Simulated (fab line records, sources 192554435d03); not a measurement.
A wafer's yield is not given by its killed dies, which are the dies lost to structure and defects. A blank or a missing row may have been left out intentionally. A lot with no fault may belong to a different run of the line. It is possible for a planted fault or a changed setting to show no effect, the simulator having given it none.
fab line records	flow n5Finfet	part 1 of 2: steps 1 to 22 of 29
[record] lots = 5	wafers = 15	lastDay = 20
route steps=1938 shown FIN_SAQP@140 FIN_CUT@154
lots with no fault: from the same line, run without faults
startH: hours from the record's opening day to when the first of the lot's shown wafers began	waitH: hours from the lot's prior step to this one	" repeats the value in the row above	L1.1+2: several wafers, shown together as one row	- no value present, or no start provided	* or withheld: withheld	< > ~ a bound
route shown NAME@n: a module of which the file shows steps, and the number in the route of the first	usual: mean/standard deviation taken from wafers without a fault	same: alike in all rows	chamber/n: place in a boat	sites: each site's reading	_std_site: how widely they spread, as a standard deviation	_edge_site: mean of outer sites minus mean of inner sites	radiusMm: for every site, how far away it sits from the centre of the wafer	mask NAME#n: copy n	behind: tool/chamber where the wafer was last shaped	hold: the reason the lot was held/the length of the hold in hours/how it ended	device: whichever transistor did not switch (one of n, p or np)	end of line: the route-end tests of the same wafers	a step given without rows: its recipe and nothing more	killed: count of dies lost to structure and defects at first sort (not the wafer's yield)	map: dies across one wafer; x = killed, . = not, _ = none there
set.NAME: setting as actually run; set.NAME@STEP: the setting as run at that earlier step	model.NAME: the simulator's own value behind a step, which no gauge read
certain route steps with their lots: each step a table, each wafer a row
services: when a tool's chamber went out of use (startH, in hours from the record's first day, below 0 if earlier), for how many hours, and the reason
[[steps]]
[step N5_FIN_SAQP_MANDREL2_REMOVE_60]
[recipe] chemistry = HBr/Cl2/O2	btTimeS = 10	target = a-Si	stopOn = SiNx	endpoint = OES-SiCl	overEtchFrac = 1	icpW = 600	biasW = 22	HBr_flow_sccm = 150	Cl2_flow_sccm = 80	O2_flow_sccm = 5	pressureMtorr = 10
[usual] HBr_flow_sccm = 150.0/0.46	drypumpMotorCurrentA = 5.5/0.37	oesProductAu = 1.000/0.019	throttleValvePct = 36.63/0.21
lot.wafer	tool	chamber	startH	waitH	HBr_flow_sccm	drypumpMotorCurrentA	oesProductAu	rfHoursCounterH	throttleValvePct
L085.1	rieSi-04	0	92.57	0.1	149.9	5.9	1.008	29	36.67
L085.2	"	2	"	"	150.2	5.3	1.010	80	36.55
L085.6	"	2	"	"	150.4	5.2	1.008	-	36.53
L089.1	rieSi-03	2	116.38	0.1	150.2	6.1	1.008	129	36.42
L089.2	"	3	"	"	151.0	4.7	0.976	1	36.14
L089.5	"	2	"	"	150.4	6.1	1.008	-	36.42
L094.1	rieSi-03	2	146.30	0.1	150.3	6.2	1.010	130	36.43
L094.3	"	0	"	"	150.1	5.2	1.003	101	36.54
L094.6	"	0	"	"	149.7	5.2	0.999	-	36.56
L096.1	rieSi-04	2	160.46	0.1	149.7	5.3	1.004	82	36.53
L096.3	"	3	"	"	149.8	5.7	0.968	106	36.66
L096.5	"	0	"	"	149.1	5.9	1.005	-	36.68
L097.3	rieSi-05	2	167.12	0.1	150.8	5.5	0.991	100	36.83
L097.4	"	3	"	"	149.7	5.3	0.994	170	36.97
L097.6	"	1	"	"	149.9	5.5	1.012	-	36.89
[step N5_FIN_SAQP_CD_MEAS_31]
[recipe] targetCdNm = 8	landingEnergyEv = 1000	detector = seInlens	polarity = line
[usual] cdNm = 8.09/0.22
lot.wafer	tool	chamber	startH	waitH	cdNm
L085.1	cdSem-02	0	92.68	0.1	8.10
L085.2	"	0	"	"	8.21
L085.6	"	0	"	"	7.91
L089.1	cdSem-03	0	116.49	0.1	8.17
L089.2	"	0	"	"	8.06
L089.5	"	0	"	"	7.74
L094.1	cdSem-01	0	146.41	0.1	8.24
L094.3	"	0	"	"	8.52
L094.6	"	0	"	"	8.27
L096.1	cdSem-03	0	160.56	0.1	7.77
L096.3	"	0	"	"	7.82
L096.5	"	0	"	"	7.91
L097.3	cdSem-02	0	167.24	0.1	8.14
L097.4	"	0	"	"	8.02
L097.6	"	0	"	"	8.19
[step N5_FIN_SAQP_HM_OPEN_33]
[recipe] chemistry = CH3F/O2	target = SiNx	maskMaterial = SiO2	targetDepthA = 494	timeS = 70.6	pressureMtorr = 30	sourceW = 395	biasW = 73	Ar_flow_sccm = 150	CH3F_flow_sccm = 30	O2_flow_sccm = 20	ionEnergyEv = 120	ends = cleared
[usual] drypumpMotorCurrentA = 5.6/0.52	etchRfOnTimeS = 69.3/1.4	oesProductAu = 0.69/0.085	rfVppV = 298/3.5	showerheadPlenumPTorr = 2.01/0.086	throttleValvePct = 16.32/0.21
lot.wafer	tool	chamber	startH	waitH	drypumpMotorCurrentA	etchRfOnTimeS	oesProductAu	rfHoursCounterH	rfVppV	showerheadPlenumPTorr	throttleValvePct
L085.1	rieDiel-03	1	92.73	0.0	6.5	68.9	0.78	25	302	2.13	16.21
L085.2	"	0	"	"	5.5	69.6	0.59	224	298	1.97	16.33
L085.6	"	3	"	"	4.8	70.9	0.63	-	300	2.08	16.57
L089.1	rieDiel-01	1	116.54	0.0	5.1	68.3	0.79	17	304	2.13	16.18
L089.2	"	2	"	"	5.3	67.5	0.81	5	301	2.14	16.13
L089.5	"	3	"	"	6.3	67.5	0.80	-	293	1.97	16.26
L094.1	rieDiel-01	0	146.54	0.1	5.7	67.5	0.69	82	298	2.02	16.20
L094.3	"	3	"	"	6.3	65.2	0.79	18	294	1.97	16.26
L094.6	"	1	"	"	5.1	68.6	0.78	-	302	2.13	16.21
L096.1	rieDiel-04	2	160.66	0.1	6.1	70.0	0.69	84	296	2.02	16.10
L096.3	"	0	"	"	5.3	69.5	0.76	30	304	1.96	16.17
L096.5	"	1	"	"	5.0	70.9	0.77	-	297	2.12	15.91
L097.3	rieDiel-04	0	167.28	0.0	5.3	70.7	0.76	32	304	1.96	16.18
L097.4	"	3	"	"	6.0	71.7	0.58	245	295	1.89	16.68
L097.6	"	2	"	"	6.1	69.4	0.69	-	295	2.02	16.10
[step N5_FIN_SAQP_ETCH_34]
[recipe] chemistry = C4F6/O2	target = SiO2	targetDepthA = 450	timeS = 15	ionEnergyEv = 250	pressureMtorr = 30	sourceW = 345	biasW = 185	Ar_flow_sccm = 300	C4F6_flow_sccm = 10	O2_flow_sccm = 10	ends = cleared
[usual] drypumpMotorCurrentA = 5.6/0.52	etchRfOnTimeS = 14.97/0.21	oesProductAu = 0.69/0.084	rfVppV = 667/7.7	showerheadPlenumPTorr = 2.86/0.12	throttleValvePct = 21.05/0.2
lot.wafer	tool	chamber	startH	waitH	drypumpMotorCurrentA	etchRfOnTimeS	oesProductAu	rfHoursCounterH	rfVppV	showerheadPlenumPTorr	throttleValvePct
L085.1	rieDiel-03	1	92.80	0.0	6.5	14.55	0.79	25	674	3.02	20.98
L085.2	"	0	"	"	5.5	15.01	0.60	224	665	2.80	20.97
L085.6	"	3	"	"	4.8	14.93	0.63	-	672	2.95	21.34
L089.1	rieDiel-01	1	116.61	0.0	5.1	14.86	0.78	17	678	3.03	20.99
L089.2	"	2	"	"	5.3	14.78	0.83	5	671	3.03	20.92
L089.5	"	3	"	"	6.3	14.53	0.81	-	659	2.80	21.08
L094.1	rieDiel-01	0	146.61	0.0	5.8	14.91	0.70	82	669	2.87	20.91
L094.3	"	3	"	"	6.3	14.75	0.77	18	659	2.80	21.10
L094.6	"	1	"	"	5.1	15.00	0.77	-	678	3.03	21.01
L096.1	rieDiel-04	2	160.73	0.0	6.1	14.92	0.69	85	659	2.87	20.83
L096.3	"	0	"	"	5.3	15.11	0.77	30	681	2.79	20.98
L096.5	"	1	"	"	5.0	15.12	0.77	-	670	3.01	20.66
L097.3	rieDiel-04	0	167.35	0.0	5.3	14.94	0.77	32	681	2.79	20.97
L097.4	"	3	"	"	6.1	15.37	0.58	245	658	2.70	21.36
L097.6	"	2	"	"	6.1	14.82	0.70	-	658	2.87	20.83
[step N5_FIN_SAQP_STRIP_77]
[recipe] chemistry = N2/H2	timeS = 90	powerW = 100	tempC = 40	pressureMtorr = 100	rfFrequencyHz = 6e+07	biasPowerW = 3	n2FlowSccm = 300	h2FlowSccm = 300
[usual] drypumpMotorCurrentA = 5.6/0.52	oesProductAu = 0.81/0.1	rfVppV = 45.3/0.82	showerheadPlenumPTorr = 3.39/0.14	throttleValvePct = 12.18/0.26
lot.wafer	tool	chamber	startH	waitH	drypumpMotorCurrentA	oesProductAu	rfHoursCounterH	rfVppV	showerheadPlenumPTorr	throttleValvePct
L085.1	rieDiel-03	1	92.83	0.0	6.5	0.94	25	46.4	3.59	12.04
L085.2	"	0	"	"	5.5	0.69	224	44.9	3.32	12.23
L085.6	"	3	"	"	4.9	0.75	-	45.2	3.49	12.50
L089.1	rieDiel-01	1	116.63	0.0	5.1	0.93	17	46.2	3.59	11.97
L089.2	"	2	"	"	5.3	0.96	5	45.4	3.59	11.89
L089.5	"	3	"	"	6.3	0.93	-	45.4	3.32	12.05
L094.1	rieDiel-01	0	146.63	0.0	5.7	0.82	82	45.9	3.40	11.98
L094.3	"	3	"	"	6.3	0.92	18	44.8	3.32	12.08
L094.6	"	1	"	"	5.1	0.90	-	45.7	3.59	11.97
L096.1	rieDiel-04	2	160.76	0.0	6.1	0.82	85	46.0	3.40	11.94
L096.3	"	0	"	"	5.3	0.90	30	45.7	3.31	11.97
L096.5	"	1	"	"	5.1	0.92	-	45.5	3.59	11.85
L097.3	rieDiel-04	0	167.37	0.0	5.3	0.91	32	45.1	3.31	11.95
L097.4	"	3	"	"	6.0	0.69	245	45.2	3.19	12.56
L097.6	"	2	"	"	6.1	0.81	-	45.9	3.40	11.93
[step N5_FIN_SAQP_HM_CD_35]
[recipe] targetCdNm = 8	polarity = line
[usual] cdNm = 8.13/0.23
lot.wafer	tool	chamber	startH	waitH	cdNm
L085.1	cdSem-02	-	92.95	0.1	8.42
L085.2	"	-	"	"	8.01
L085.6	"	-	"	"	8.46
L089.1	cdSem-01	-	116.76	0.1	7.72
L089.2	"	-	"	"	7.86
L089.5	"	-	"	"	7.92
L094.1	cdSem-02	-	146.76	0.1	8.27
L094.3	"	-	"	"	8.48
L094.6	"	-	"	"	7.88
L096.1	cdSem-03	-	160.88	0.1	7.56
L096.3	"	-	"	"	7.74
L096.5	"	-	"	"	8.39
L097.3	cdSem-01	-	167.50	0.1	8.24
L097.4	"	-	"	"	8.15
L097.6	"	-	"	"	8.29
[step N5_FIN_SAQP_ETCH_64]
[recipe] chemistry = CF4	target = SiO2	targetDepthA = 15	ionEnergyEv = 350	pressureMtorr = 10	icpW = 800	biasW = 400	cf4FlowSccm = 80
[usual] drypumpMotorCurrentA = 5.5/0.35	oesProductAu = 1.002/0.022	throttleValvePct = 21.78/0.19
lot.wafer	tool	chamber	startH	waitH	drypumpMotorCurrentA	oesProductAu	rfHoursCounterH	throttleValvePct
L085.1	rieSi-03	2	93.00	0.0	6.2	1.008	129	21.52
L085.2	"	1	"	"	5.6	0.980	41	21.84
L085.6	"	0	"	"	5.2	0.993	-	21.68
L089.1	rieSi-04	2	116.80	0.0	5.3	1.014	81	21.58
L089.2	"	0	"	"	5.9	1.014	29	21.72
L089.5	"	1	"	"	5.9	1.048	-	21.74
L094.1	rieSi-04	3	146.81	0.0	5.7	0.973	106	21.67
L094.3	"	2	"	"	5.3	1.015	81	21.59
L094.6	"	0	"	"	5.9	0.999	-	21.72
L096.1	rieSi-03	2	160.93	0.0	6.2	1.010	130	21.52
L096.3	"	1	"	"	5.6	0.981	42	21.85
L096.5	"	1	"	"	5.6	0.984	-	21.83
L097.3	rieSi-04	2	167.55	0.0	5.3	1.009	82	21.59
L097.4	"	1	"	"	5.9	1.044	22	21.74
L097.6	"	0	"	"	5.9	1.010	-	21.74
[step N5_FIN_SAQP_FIN_ETCH_36]
[recipe] chemistry = HBr/Cl2/O2	targetDepthA = 1200	maskMaterial = SiNx	timeS = 50.4	biasW = 102	pressureMtorr = 10	icpW = 800	HBr_flow_sccm = 150	Cl2_flow_sccm = 80	O2_flow_sccm = 12
[usual] HBr_flow_sccm = 150.0/0.47	drypumpMotorCurrentA = 5.5/0.35	oesProductAu = 1.000/0.021	throttleValvePct = 36.00/0.21
lot.wafer	tool	chamber	startH	waitH	HBr_flow_sccm	drypumpMotorCurrentA	oesProductAu	rfHoursCounterH	throttleValvePct
L085.1	rieSi-03	2	93.02	0.0	149.7	6.1	1.014	129	35.76
L085.2	"	1	"	"	151.4	5.6	0.982	41	36.12
L085.6	"	0	"	"	149.9	5.2	0.997	-	35.87
L089.1	rieSi-04	2	116.82	0.0	150.0	5.3	1.006	81	35.85
L089.2	"	0	"	"	149.9	5.9	1.013	29	35.99
L089.5	"	1	"	"	150.0	5.9	1.055	-	35.79
L094.1	rieSi-04	3	146.83	0.0	149.4	5.7	0.972	106	35.98
L094.3	"	2	"	"	149.2	5.3	1.021	81	35.83
L094.6	"	0	"	"	149.8	5.9	1.003	-	35.99
L096.1	rieSi-03	2	160.95	0.0	151.0	6.1	1.007	130	35.74
L096.3	"	1	"	"	149.2	5.6	0.984	42	36.13
L096.5	"	1	"	"	149.0	5.6	0.978	-	36.13
L097.3	rieSi-04	2	167.57	0.0	149.9	5.3	1.011	82	35.86
L097.4	"	1	"	"	149.9	5.9	1.045	22	35.82
L097.6	"	0	"	"	149.9	5.9	1.006	-	36.00
[step N5_FIN_SAQP_CD_MEAS_37]
[recipe] targetCdNm = 8	polarity = line
[usual] cdNm = 8.18/0.23
lot.wafer	tool	chamber	startH	waitH	cdNm
L085.1	cdSem-01	-	93.14	0.1	8.07
L085.2	"	-	"	"	8.12
L085.6	"	-	"	"	8.11
L089.1	cdSem-01	-	116.94	0.1	8.06
L089.2	"	-	"	"	7.99
L089.5	"	-	"	"	8.23
L094.1	cdSem-02	-	146.95	0.1	8.15
L094.3	"	-	"	"	8.45
L094.6	"	-	"	"	8.31
L096.1	cdSem-02	-	161.07	0.1	8.07
L096.3	"	-	"	"	8.22
L096.5	"	-	"	"	8.44
L097.3	cdSem-02	-	167.69	0.1	8.35
L097.4	"	-	"	"	8.16
L097.6	"	-	"	"	8.11
[step N5_FIN_SAQP_PRECLEAN_38]
[recipe] chemistry = O3/DIW	timeS = 45	tempC = 22	o3Ppm = 10
lot.wafer	tool	chamber	startH	waitH
L085.1+2+6	wetBench-06	1,7,2	93.18	0.0
L089.1+2+5	wetBench-04	5,6,4	116.99	0.0
L094.1+3+6	wetBench-04	5,0,6	146.99	0.0
L096.1+3+5	wetBench-03	1,7,3	161.11	0.0
L097.3+4+6	wetBench-06	3,4,5	167.73	0.0
[step N5_FIN_SAQP_PRECLEAN_45]
[recipe] chemistry = dHF	timeS = 10	dilution = 500:1	tempC = 25
lot.wafer	tool	chamber	startH	waitH
L085.1+2+6	wetBench-06	1,7,2	93.19	0.0
L089.1+2+5	wetBench-04	5,6,4	117.00	0.0
L094.1+3+6	wetBench-04	5,0,6	147.00	0.0
L096.1+3+5	wetBench-03	1,7,3	161.13	0.0
L097.3+4+6	wetBench-06	3,4,5	167.74	0.0
[step N5_FIN_SAQP_SRD_39]
[recipe] dry = ipaMarangoni	timeS = 30	tempC = 23	rinseLiquid = diw
lot.wafer	tool	chamber	startH	waitH
L085.1+2+6	wetBench-06	1,7,2	93.20	0.0
L089.1+2+5	wetBench-04	5,6,4	117.00	0.0
L094.1+3+6	wetBench-04	5,0,6	147.01	0.0
L096.1+3+5	wetBench-03	1,7,3	161.13	0.0
L097.3+4+6	wetBench-06	3,4,5	167.75	0.0
[step N5_FIN_SAQP_OCD_MEAS_76]
[usual] trenchDepthNm = 119.8/1.6
lot.wafer	tool	chamber	startH	waitH	trenchDepthNm
L085.1	ocd-01	-	93.24	0.0	119.5
L085.2	"	-	"	"	120.5
L085.6	"	-	"	"	120.0
L089.1	ocd-01	-	117.04	0.0	120.9
L089.2	"	-	"	"	121.7
L089.5	"	-	"	"	123.4
L094.1	ocd-02	-	147.05	0.0	117.8
L094.3	"	-	"	"	121.3
L094.6	"	-	"	"	121.3
L096.1	ocd-01	-	161.17	0.0	118.3
L096.3	"	-	"	"	120.3
L096.5	"	-	"	"	120.1
L097.3	ocd-01	-	167.79	0.0	120.4
L097.4	"	-	"	"	121.9
L097.6	"	-	"	"	120.4
[step N5_FIN_SAQP_INSPECT_40]
[recipe] inspectInstrument = brightfield	mode = aei
[usual] rawDefectCount = 220/61
lot.wafer	tool	chamber	startH	waitH	rawDefectCount
L085.1	defectInspect-02	-	93.27	0.0	204
L085.2	"	-	"	"	221
L085.6	"	-	"	"	280
L089.1	defectInspect-02	-	117.07	0.0	217
L089.2	"	-	"	"	232
L089.5	"	-	"	"	209
L094.1	defectInspect-02	-	147.08	0.0	176
L094.3	"	-	"	"	296
L094.6	"	-	"	"	279
L096.1	defectInspect-02	-	161.20	0.0	260
L096.3	"	-	"	"	240
L096.5	"	-	"	"	204
L097.3	defectInspect-01	-	167.82	0.0	230
L097.4	"	-	"	"	182
L097.6	"	-	"	"	206
[step N5_FIN_CUT_COAT_18]
[recipe] resist = SOC	tempC = 250	timeS = 60	spinRpm = 1500	resistThkNm = 230
[usual] exhaustPa = 45.0/0.85
lot.wafer	tool	chamber	startH	waitH	exhaustPa
L085.1	lithoTrack-01	0	93.30	0.0	45.0
L085.2	"	0	"	"	44.1
L085.6	"	0	"	"	44.0
L089.1	lithoTrack-02	0	117.11	0.0	44.9
L089.2	"	0	"	"	43.5
L089.5	"	0	"	"	43.6
L094.1	lithoTrack-03	0	147.11	0.0	44.4
L094.3	"	0	"	"	45.4
L094.6	"	0	"	"	44.5
L096.1	lithoTrack-02	0	161.23	0.0	43.6
L096.3	"	0	"	"	45.6
L096.5	"	0	"	"	45.4
L097.3	lithoTrack-03	0	167.85	0.0	45.2
L097.4	"	0	"	"	45.4
L097.6	"	0	"	"	46.2
[step N5_FIN_CUT_COAT_19]
[recipe] resist = SiARC	tempC = 220	timeS = 60	spinRpm = 1500	resistThkNm = 20
[usual] exhaustPa = 45.0/0.88
lot.wafer	tool	chamber	startH	waitH	exhaustPa
L085.1	lithoTrack-01	0	-	-	45.7
L085.2	"	0	"	"	46.4
L085.6	"	0	"	"	45.6
L089.1	lithoTrack-02	0	-	-	44.7
L089.2	"	0	"	"	44.7
L089.5	"	0	"	"	45.8
L094.1	lithoTrack-03	0	-	-	47.5
L094.3	"	0	"	"	46.5
L094.6	"	0	"	"	45.6
L096.1	lithoTrack-02	0	-	-	45.2
L096.3	"	0	"	"	44.6
L096.5	"	0	"	"	46.1
L097.3	lithoTrack-03	0	-	-	44.6
L097.4	"	0	"	"	46.1
L097.6	"	0	"	"	46.4
[step N5_FIN_CUT_COAT_29]
[recipe] resist = underlayer	tempC = 205	timeS = 60	spinRpm = 1500	resistThkNm = 10
[usual] exhaustPa = 44.8/0.98
lot.wafer	tool	chamber	startH	waitH	exhaustPa
L085.1	lithoTrack-01	0	-	-	46.2
L085.2	"	0	"	"	45.3
L085.6	"	0	"	"	46.5
L089.1	lithoTrack-02	0	-	-	44.6
L089.2	"	0	"	"	45.3
L089.5	"	0	"	"	42.8
L094.1	lithoTrack-03	0	-	-	44.5
L094.3	"	0	"	"	44.5
L094.6	"	0	"	"	44.7
L096.1	lithoTrack-02	0	-	-	45.4
L096.3	"	0	"	"	43.8
L096.5	"	0	"	"	45.7
L097.3	lithoTrack-03	0	-	-	44.5
L097.4	"	0	"	"	44.2
L097.6	"	0	"	"	44.3
[step N5_FIN_CUT_COAT_02]
[recipe] resist = CAR-EUV	spinRpm = 1500	resistThkNm = 30
[usual] exhaustPa = 45.0/0.89
lot.wafer	tool	chamber	startH	waitH	exhaustPa
L085.1	lithoTrack-01	0	-	-	43.9
L085.2	"	0	"	"	45.1
L085.6	"	0	"	"	45.7
L089.1	lithoTrack-02	0	-	-	43.2
L089.2	"	0	"	"	43.8
L089.5	"	0	"	"	43.3
L094.1	lithoTrack-03	0	-	-	44.0
L094.3	"	0	"	"	43.2
L094.6	"	0	"	"	44.5
L096.1	lithoTrack-02	0	-	-	45.0
L096.3	"	0	"	"	45.2
L096.5	"	0	"	"	45.0
L097.3	lithoTrack-03	0	-	-	45.2
L097.4	"	0	"	"	44.9
L097.6	"	0	"	"	45.6
[step N5_FIN_CUT_EBR_04]
[recipe] solvent = PGMEA	ebrWidthMm = 1.5
[usual] exhaustPa = 44.8/0.89
lot.wafer	tool	chamber	startH	waitH	exhaustPa
L085.1	lithoTrack-01	0	-	-	44.2
L085.2	"	0	"	"	44.5
L085.6	"	0	"	"	45.5
L089.1	lithoTrack-02	0	-	-	43.3
L089.2	"	0	"	"	44.4
L089.5	"	0	"	"	44.6
L094.1	lithoTrack-03	0	-	-	46.7
L094.3	"	0	"	"	44.7
L094.6	"	0	"	"	44.7
L096.1	lithoTrack-02	0	-	-	46.0
L096.3	"	0	"	"	44.0
L096.5	"	0	"	"	45.5
L097.3	lithoTrack-03	0	-	-	44.1
L097.4	"	0	"	"	44.4
L097.6	"	0	"	"	45.0
[step N5_FIN_CUT_SOFTBAKE_03]
[recipe] tempC = 110	timeS = 60	resist = CAR-EUV
[usual] exhaustPa = 45.1/0.82
lot.wafer	tool	chamber	startH	waitH	exhaustPa
L085.1	lithoTrack-01	0	-	-	44.3
L085.2	"	0	"	"	45.9
L085.6	"	0	"	"	46.3
L089.1	lithoTrack-02	0	-	-	45.1
L089.2	"	0	"	"	45.9
L089.5	"	0	"	"	44.8
L094.1	lithoTrack-03	0	-	-	43.6
L094.3	"	0	"	"	45.0
L094.6	"	0	"	"	45.3
L096.1	lithoTrack-02	0	-	-	45.8
L096.3	"	0	"	"	44.6
L096.5	"	0	"	"	44.6
L097.3	lithoTrack-03	0	-	-	43.1
L097.4	"	0	"	"	44.8
L097.6	"	0	"	"	46.1
[step N5_FIN_CUT_EXPOSE_05]
[recipe] maskId = FIN_CUT	na = 0.33	sourceShape = annular	sigmaInner = 0.35	sigmaOuter = 0.8	polarization = unpolarized	doseMj = 45.75
lot.wafer	tool	chamber	startH	waitH	mask
L085.1+2+6	euvScanner-02	0	93.44	-	FIN_CUT#0
L089.1+2+5	euvScanner-01	0	117.24	-	FIN_CUT#0
L094.1+3+6	euvScanner-02	0	147.37	-	FIN_CUT#0
L096.1+3+5	euvScanner-01	0	161.37	-	FIN_CUT#0
L097.3+4+6	euvScanner-02	0	168.13	-	FIN_CUT#0
[step N5_FIN_CUT_PEB_06]
[recipe] pebTempC = 100	pebTimeS = 60	resist = CAR-EUV
[usual] exhaustPa = 44.9/0.87
lot.wafer	tool	chamber	startH	waitH	exhaustPa
L085.1	lithoTrack-02	0	93.50	0.1	44.8
L085.2	"	0	"	"	44.7
L085.6	"	0	"	"	45.3
L089.1	lithoTrack-02	0	117.31	0.1	43.7
L089.2	"	0	"	"	43.7
L089.5	"	0	"	"	44.2
L094.1	lithoTrack-02	0	147.44	0.1	45.0
L094.3	"	0	"	"	45.2
L094.6	"	0	"	"	45.1
L096.1	lithoTrack-02	0	161.43	0.1	45.0
L096.3	"	0	"	"	44.4
L096.5	"	0	"	"	45.9
L097.3	lithoTrack-03	0	168.18	0.0	44.2
L097.4	"	0	"	"	45.8
L097.6	"	0	"	"	46.0
